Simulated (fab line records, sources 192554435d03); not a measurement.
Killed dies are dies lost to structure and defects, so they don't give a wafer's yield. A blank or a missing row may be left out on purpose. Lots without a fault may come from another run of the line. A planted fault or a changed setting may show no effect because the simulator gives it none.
Which tool did it? | flow n5_finfet | 24 lots, 72 wafers sampled, at 6 steps of a route of 1938

WHAT THE GAUGES READ, wafer by wafer
N5_BEOL_M5_CD_MEAS_28: target cd 30.6 nm, target cd y 20 nm.
lot  | measured     | on        | cd_nm (nm)
L074 | day 8 05:17  | cd_sem-01 | 31.01 30.63 30.43
L075 | day 8 12:28  | cd_sem-02 | 30.92 30.94 30.95
L076 | day 8 12:45  | cd_sem-02 | 30.38 30.32 30.37
L077 | day 9 02:50  | cd_sem-03 | 30.28 30.31 30.46
L078 | day 9 06:41  | cd_sem-01 | 30.58 30.57 30.48
L080 | day 9 13:11  | cd_sem-02 | 30.72 30.58 30.52
L079 | day 9 13:28  | cd_sem-03 | 30.55 30.55 30.32
L081 | day 9 21:55  | cd_sem-03 | 30.87 30.96 30.73
L083 | day 10 10:07 | cd_sem-01 | 30.12 30.83 30.71
L082 | day 10 11:21 | cd_sem-01 | 30.53 30.49 30.60
L084 | day 10 13:56 | cd_sem-03 | 30.25 30.34 30.21
L085 | day 10 23:16 | cd_sem-03 | 31.25 30.96 30.62
L086 | day 11 12:05 | cd_sem-01 | 30.45 31.07 31.31
L087 | day 11 18:15 | cd_sem-03 | 30.59 30.08 30.17
L089 | day 12 14:31 | cd_sem-03 | 30.77 30.46 30.57
L088 | day 12 20:29 | cd_sem-02 | 30.58 30.68 30.52
L090 | day 13 01:36 | cd_sem-01 | 30.82 30.44 30.93
L091 | day 13 01:50 | cd_sem-01 | 30.94 30.72 30.50
L093 | day 13 09:11 | cd_sem-01 | 30.60 30.48 30.97
L092 | day 13 09:14 | cd_sem-01 | 30.13 30.98 30.43
L094 | day 13 18:10 | cd_sem-03 | 30.47 30.43 30.37
L095 | day 14 00:59 | cd_sem-03 | 30.16 30.53 30.56
L097 | day 14 09:08 | cd_sem-01 | 30.56 30.64 30.34
L096 | day 14 11:55 | cd_sem-03 | 30.44 30.62 30.25

N5_BEOL_M5_OCD_MEAS_38.
lot  | measured     | on     | trench_depth_nm (nm)
L074 | day 8 05:50  | ocd-02 | 72.8 71.9 75.5
L075 | day 8 13:00  | ocd-02 | 71.2 71.9 72.0
L076 | day 8 13:23  | ocd-01 | 71.9 71.6 72.6
L077 | day 9 03:26  | ocd-01 | 67.1 70.6 69.9
L078 | day 9 07:13  | ocd-01 | 67.7 75.4 71.8
L080 | day 9 13:44  | ocd-02 | 70.7 68.7 68.8
L079 | day 9 14:01  | ocd-01 | 75.1 72.5 70.3
L081 | day 9 22:27  | ocd-01 | 67.0 72.5 66.3
L083 | day 10 10:52 | ocd-02 | 71.7 71.7 72.2
L082 | day 10 11:53 | ocd-01 | 71.9 71.2 69.7
L084 | day 10 14:29 | ocd-02 | 70.0 69.9 68.0
L085 | day 10 23:49 | ocd-01 | 70.5 69.2 69.4
L086 | day 11 12:55 | ocd-01 | 72.6 74.6 67.2
L087 | day 11 19:22 | ocd-02 | 70.9 71.9 73.2
L089 | day 12 15:04 | ocd-02 | 73.2 70.9 71.6
L088 | day 12 21:02 | ocd-02 | 71.2 70.9 70.6
L090 | day 13 02:16 | ocd-01 | 71.6 68.6 69.0
L091 | day 13 02:39 | ocd-02 | 73.3 72.7 74.1
L093 | day 13 09:43 | ocd-02 | 69.8 69.7 70.4
L092 | day 13 10:07 | ocd-02 | 69.7 69.9 72.0
L094 | day 13 18:55 | ocd-02 | 68.8 71.9 70.6
L095 | day 14 01:32 | ocd-02 | 71.6 68.2 68.4
L097 | day 14 09:41 | ocd-01 | 69.4 72.5 68.6
L096 | day 14 12:27 | ocd-02 | 72.9 67.8 73.1

N5_BEOL_M6_INSPECT_13: inspects for defects (brightfield).
lot  | measured     | on                | raw_defect_count
L074 | day 8 22:26  | defect_inspect-02 | 485 434 375
L075 | day 8 22:29  | defect_inspect-02 | 383 327 400
L076 | day 8 22:58  | defect_inspect-02 | 394 423 343
L077 | day 9 12:08  | defect_inspect-01 | 388 336 420
L078 | day 9 16:59  | defect_inspect-02 | 383 327 465
L080 | day 9 22:17  | defect_inspect-01 | 395 330 303
L079 | day 10 01:53 | defect_inspect-01 | 573 620 507
L081 | day 10 09:13 | defect_inspect-02 | 685 539 598
L083 | day 10 21:40 | defect_inspect-01 | 369 413 347
L082 | day 10 21:59 | defect_inspect-01 | 379 450 339
L084 | day 11 00:49 | defect_inspect-01 | 382 524 396
L085 | day 11 08:02 | defect_inspect-01 | 316 487 415
L086 | day 11 23:44 | defect_inspect-01 | 255 325 315
L087 | day 12 07:41 | defect_inspect-01 | 244 282 316
L089 | day 13 02:05 | defect_inspect-02 | 393 452 484
L088 | day 13 10:18 | defect_inspect-02 | 604 520 544
L090 | day 13 15:38 | defect_inspect-02 | 344 432 431
L091 | day 13 15:54 | defect_inspect-01 | 446 581 509
L093 | day 13 19:33 | defect_inspect-01 | 441 421 428
L092 | day 13 20:47 | defect_inspect-01 | 317 409 361
L094 | day 14 03:26 | defect_inspect-02 | 326 456 469
L095 | day 14 11:14 | defect_inspect-01 | 581 467 453
L097 | day 14 19:34 | defect_inspect-02 | 362 343 291
L096 | day 15 00:52 | defect_inspect-02 | 487 591 481

WHICH TOOL RAN EACH LOT (tool, then ch and the chambers of the sampled wafers, then the start)
lot  | N5_BEOL_M5_ETCH_41                            | N5_BEOL_M5_DEGAS_44          | N5_BEOL_M5_CMP_52
L074 | rie_diel-02 ch 0,1,2, day 8 05:50 or earlier  | pvd_sputter-03, day 8 06:54  | cmp-04 ch 0,3, day 8 15:25
L075 | rie_diel-06 ch 0,3, day 8 13:00 or earlier    | pvd_sputter-01, day 8 13:34  | cmp-01 ch 0,2,3, day 8 19:23
L076 | rie_diel-06 ch 0,1,2, day 8 13:23 or earlier  | pvd_sputter-03, day 8 13:59  | cmp-01 ch 0,1,2, day 8 21:09
L077 | rie_diel-04 ch 1,3, day 9 03:26 or earlier    | pvd_sputter-01, day 9 04:07  | cmp-04 ch 0,3, day 9 09:32
L078 | rie_diel-02 ch 0,1,3, day 9 07:13 or earlier  | pvd_sputter-02, day 9 08:10  | cmp-01 ch 1,2,3, day 9 13:46
L080 | rie_diel-04 ch 0,1, day 9 13:44 or earlier    | pvd_sputter-01, day 9 14:20  | cmp-01 ch 0,1,2, day 9 20:23
L079 | rie_diel-02 ch 0,1,2, day 9 14:01 or earlier  | pvd_sputter-01, day 9 15:01  | cmp-04 ch 0,2,3, day 9 22:13
L081 | rie_diel-02 ch 2,3, day 9 22:27 or earlier    | pvd_sputter-03, day 9 23:08  | cmp-02 ch 0,2,3, day 10 06:19
L083 | rie_diel-06 ch 0,2,3, day 10 10:52 or earlier | pvd_sputter-02, day 10 12:01 | cmp-04 ch 0,2,3, day 10 17:32
L082 | rie_diel-06 ch 0,1,2, day 10 11:53 or earlier | pvd_sputter-03, day 10 12:25 | cmp-01 ch 2,3, day 10 18:07
L084 | rie_diel-04 ch 1,2,3, day 10 14:29 or earlier | pvd_sputter-01, day 10 15:34 | cmp-02 ch 0,1,3, day 10 22:19
L085 | rie_diel-04 ch 0,1,2, day 10 23:49 or earlier | pvd_sputter-02, day 11 00:29 | cmp-02 ch 0,2, day 11 06:07
L086 | rie_diel-02 ch 0,2,3, day 11 12:55 or earlier | pvd_sputter-02, day 11 13:29 | cmp-01 ch 2,3, day 11 19:05
L087 | rie_diel-06 ch 0,1,2, day 11 19:22 or earlier | pvd_sputter-03, day 11 19:53 | cmp-02 ch 0,3, day 12 05:28
L089 | rie_diel-06 ch 0,2,3, day 12 15:04 or earlier | pvd_sputter-02, day 12 15:39 | cmp-01 ch 0,3, day 12 23:52
L088 | rie_diel-06 ch 1,3, day 12 21:02 or earlier   | pvd_sputter-01, day 12 21:39 | cmp-02 ch 0,1,2, day 13 06:35
L090 | rie_diel-04 ch 2,3, day 13 02:16 or earlier   | pvd_sputter-02, day 13 02:49 | cmp-01 ch 0,2, day 13 09:48
L091 | rie_diel-02 ch 1,2, day 13 02:39 or earlier   | pvd_sputter-02, day 13 04:52 | cmp-01 ch 0,2, day 13 10:56
L093 | rie_diel-04 ch 0,1,2, day 13 09:43 or earlier | pvd_sputter-01, day 13 10:17 | cmp-01 ch 0,1,3, day 13 17:01
L092 | rie_diel-04 ch 0,1,3, day 13 10:07 or earlier | pvd_sputter-02, day 13 10:40 | cmp-01 ch 0,1,2, day 13 18:44
L094 | rie_diel-04 ch 1,2,3, day 13 18:55 or earlier | pvd_sputter-01, day 13 19:31 | cmp-01 ch 2,3, day 14 01:35
L095 | rie_diel-04 ch 0,1,3, day 14 01:32 or earlier | pvd_sputter-02, day 14 02:20 | cmp-04 ch 0,1, day 14 09:02
L097 | rie_diel-04 ch 0,1,3, day 14 09:41 or earlier | pvd_sputter-02, day 14 10:13 | cmp-04 ch 1,2,3, day 14 16:51
L096 | rie_diel-02 ch 0,1,3, day 14 12:27 or earlier | pvd_sputter-02, day 14 13:32 | cmp-04 ch 0,1,3, day 14 19:19
- N5_BEOL_M5_ETCH_41: etches SiCN in CH3F/O2, target depth 31.5 nm, time 56.7 s.
- N5_BEOL_M5_DEGAS_44: time 60 s.
- N5_BEOL_M5_CMP_52: polishes, stops on SiCOH lowk, t overpolish 6.9 s, target thk 62 nm.

WHAT THE TOOLS THEMSELVES READ (means of the sampled wafers that have a number; where no wafer has one, the mark that the record gives instead)
N5_BEOL_M5_ETCH_41.
lot  | tool        | drypump_motor_current_A (A) | oes_product_au (a.u.) | rf_vpp_V (V) | showerhead_plenum_p_Torr (Torr) | throttle_valve_pct (%)
L074 | rie_diel-02 | 5.9                         | 0.81                  | 297.0        | 1.99                            | 16.07
L075 | rie_diel-06 | 5.7                         | 0.73                  | 297.9        | 2.01                            | 16.43
L076 | rie_diel-06 | 5.8                         | 0.82                  | 298.3        | 2.02                            | 16.29
L077 | rie_diel-04 | 6.2                         | 0.70                  | 298.2        | 2.01                            | 16.19
L078 | rie_diel-02 | 6.0                         | 0.79                  | 297.4        | 2.02                            | 16.10
L080 | rie_diel-04 | 5.6                         | 0.72                  | 298.9        | 2.08                            | 16.29
L079 | rie_diel-02 | 6.0                         | 0.80                  | 297.4        | 1.99                            | 16.09
L081 | rie_diel-02 | 6.5                         | 0.70                  | 295.6        | 1.97                            | 16.41
L083 | rie_diel-06 | 5.8                         | 0.76                  | 296.4        | 1.97                            | 16.42
L082 | rie_diel-06 | 5.8                         | 0.80                  | 297.8        | 2.02                            | 16.31
L084 | rie_diel-04 | 5.7                         | 0.70                  | 297.2        | 2.00                            | 16.27
L085 | rie_diel-04 | 5.5                         | 0.71                  | 299.6        | 2.06                            | 16.27
L086 | rie_diel-02 | 6.4                         | 0.78                  | 296.2        | 1.98                            | 16.24
L087 | rie_diel-06 | 5.8                         | 0.78                  | 298.0        | 2.01                            | 16.33
L089 | rie_diel-06 | 5.7                         | 0.75                  | 295.8        | 1.97                            | 16.44
L088 | rie_diel-06 | 5.3                         | 0.76                  | 297.2        | 1.98                            | 16.05
L090 | rie_diel-04 | 5.2                         | 0.78                  | 298.4        | 2.07                            | 16.20
L091 | rie_diel-02 | 5.9                         | 0.81                  | 296.1        | 1.95                            | 16.13
L093 | rie_diel-04 | 5.5                         | 0.70                  | 297.3        | 2.06                            | 16.31
L092 | rie_diel-04 | 5.8                         | 0.78                  | 298.9        | 2.09                            | 16.19
L094 | rie_diel-04 | 5.7                         | 0.77                  | 299.8        | 2.08                            | 16.14
L095 | rie_diel-04 | 5.8                         | 0.78                  | 299.2        | 2.09                            | 16.19
L097 | rie_diel-04 | 5.8                         | 0.77                  | 298.0        | 2.08                            | 16.20
L096 | rie_diel-02 | 6.0                         | 0.83                  | 297.5        | 2.01                            | 15.97

N5_BEOL_M5_DEGAS_44.
lot  | tool           | heater_power_w (W)
L074 | pvd_sputter-03 | 370
L075 | pvd_sputter-01 | 390
L076 | pvd_sputter-03 | 366
L077 | pvd_sputter-01 | 393
L078 | pvd_sputter-02 | 363
L080 | pvd_sputter-01 | 374
L079 | pvd_sputter-01 | 372
L081 | pvd_sputter-03 | 368
L083 | pvd_sputter-02 | 321
L082 | pvd_sputter-03 | 352
L084 | pvd_sputter-01 | 400
L085 | pvd_sputter-02 | 328
L086 | pvd_sputter-02 | 362
L087 | pvd_sputter-03 | 365
L089 | pvd_sputter-02 | 383
L088 | pvd_sputter-01 | 396
L090 | pvd_sputter-02 | 346
L091 | pvd_sputter-02 | 359
L093 | pvd_sputter-01 | 346
L092 | pvd_sputter-02 | 360
L094 | pvd_sputter-01 | 371
L095 | pvd_sputter-02 | 361
L097 | pvd_sputter-02 | 383
L096 | pvd_sputter-02 | 340

N5_BEOL_M5_CMP_52.
lot  | tool   | barrier_field_endpoint_s (s) | motor_current_A (A) | overpolish_run_s (s) | time_to_endpoint_s (s)
L074 | cmp-04 | 25.1                         | 7.1                 | 6.903                | 67
L075 | cmp-01 | 23.8                         | 6.0                 | 6.901                | 59
L076 | cmp-01 | 23.9                         | 5.9                 | 6.897                | 59
L077 | cmp-04 | 25.5                         | 7.1                 | 6.894                | 70
L078 | cmp-01 | 23.9                         | 6.3                 | 6.904                | 62
L080 | cmp-01 | 24.3                         | 6.1                 | 6.899                | 59
L079 | cmp-04 | 25.3                         | 6.8                 | 6.904                | 68
L081 | cmp-02 | 23.8                         | 6.4                 | 6.896                | 60
L083 | cmp-04 | 25.1                         | 7.0                 | 6.909                | 67
L082 | cmp-01 | 24.0                         | 6.1                 | 6.898                | 63
L084 | cmp-02 | 24.2                         | 6.9                 | 6.894                | 61
L085 | cmp-02 | 24.0                         | 5.8                 | 6.910                | 61
L086 | cmp-01 | 23.7                         | 6.4                 | 6.904                | 58
L087 | cmp-02 | 23.7                         | 7.1                 | 6.900                | 59
L089 | cmp-01 | 24.2                         | 6.4                 | 6.902                | 56
L088 | cmp-02 | 24.2                         | 6.4                 | 6.903                | 57
L090 | cmp-01 | 23.5                         | 5.7                 | 6.904                | 58
L091 | cmp-01 | 23.6                         | 5.8                 | 6.889                | 54
L093 | cmp-01 | 23.3                         | 6.3                 | 6.899                | 56
L092 | cmp-01 | 24.0                         | 6.0                 | 6.899                | 59
L094 | cmp-01 | 24.7                         | 5.8                 | 6.905                | 60
L095 | cmp-04 | 23.8                         | 5.3                 | 6.903                | 63
L097 | cmp-04 | 23.8                         | 6.5                 | 6.904                | 62
L096 | cmp-04 | 24.3                         | 6.2                 | 6.897                | 62

THE ANSWER, worked out from the rows above alone
Rule: what is usual is taken from the lots themselves. Put in order of their means at a reading, lots are off if they are a third of the lots or fewer, leave a main group of 4 or more, and stand apart from it by a gap of 3 or more times the standard deviation of the main group's means; of several such gaps the widest counts. A main group whose means are all the same, to the digits that the tables above print for the reading, isn't used. A lot without any number at a reading at which 4 lots or more have one is off too. The other lots that the step has rows for count as sound. The gauges are gone through in route order, then the tools' own readings, and for those a lot's mean is taken as printed above. The first step at which some lot is off is used, and at that step the reading that is off furthest; a lot without a number counts as furthest.
No lot is off at any reading shown: from this, nothing can be told.

WHAT THE SIMULATOR HAD PUT IN
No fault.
